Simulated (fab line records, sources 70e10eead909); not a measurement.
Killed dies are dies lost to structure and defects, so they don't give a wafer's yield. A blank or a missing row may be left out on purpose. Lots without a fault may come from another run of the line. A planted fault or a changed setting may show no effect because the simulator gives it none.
Chamber matching | flow nand_harc | NHARC_A_BLC_STRIP_29 on rie_diel-07: 4 sister chambers
The step strips in CF4. 8 wafers are shown with their chamber, then 12 later ones without.

WAFERS WITH THEIR CHAMBER
wafer  | chamber | drypump_motor_current_A (A) | oes_product_au (a.u.)
L079.4 | 2       | 5.7                         | 0.990
L082.5 | 0       | 5.4                         | 1.014
L085.4 | 0       | 5.3                         | 1.024
L085.6 | 2       | 5.7                         | 1.007
L087.2 | 3       | 5.0                         | 1.005
L086.1 | 3       | 5.0                         | 0.998
L086.2 | 1       | 6.4                         | 1.006
L086.6 | 1       | 6.4                         | 1.009

WAFERS WITHOUT THEIR CHAMBER
wafer  | drypump_motor_current_A (A) | oes_product_au (a.u.)
L093.1 | 6.3                         | 0.995
L093.2 | 5.4                         | 1.007
L093.4 | 5.7                         | 1.004
L092.2 | 5.3                         | 1.004
L092.3 | 5.0                         | 0.994
L092.5 | 4.9                         | 0.996
L094.2 | 5.7                         | 1.010
L094.5 | 6.4                         | 0.993
L094.6 | 5.3                         | 1.011
L097.3 | 6.4                         | 0.998
L097.5 | 5.3                         | 1.008
L097.6 | 5.0                         | 1.004

WHICH CHAMBER EACH WENT THROUGH
wafer  | from the rows above | in truth
L093.1 | 1                   | 1
L093.2 | 0                   | 0
L093.4 | 2                   | 2
L092.2 | 0                   | 0
L092.3 | 3                   | 3
L092.5 | 3                   | 3
L094.2 | 2                   | 2
L094.5 | 1                   | 1
L094.6 | 0                   | 0
L097.3 | 1                   | 1
L097.5 | 0                   | 0
L097.6 | 3                   | 3
Placed correctly: 12 of 12. Can't be placed from these rows: 0. Placed wrongly: 0.
How it was worked out, from the rows above alone: a wafer's distance from a chamber is the root of the sum, over the readings, of the square of ((its reading less the chamber's mean) divided by the reading's scatter). The wafer belongs to the nearest chamber; if the next one is less than 2 further off, it can't be placed. A chamber's mean is the mean of its shown wafers. The scatter: the root of (the sum of the squares of (reading less its chamber's mean) over the shown wafers, divided by (wafers less chambers)).
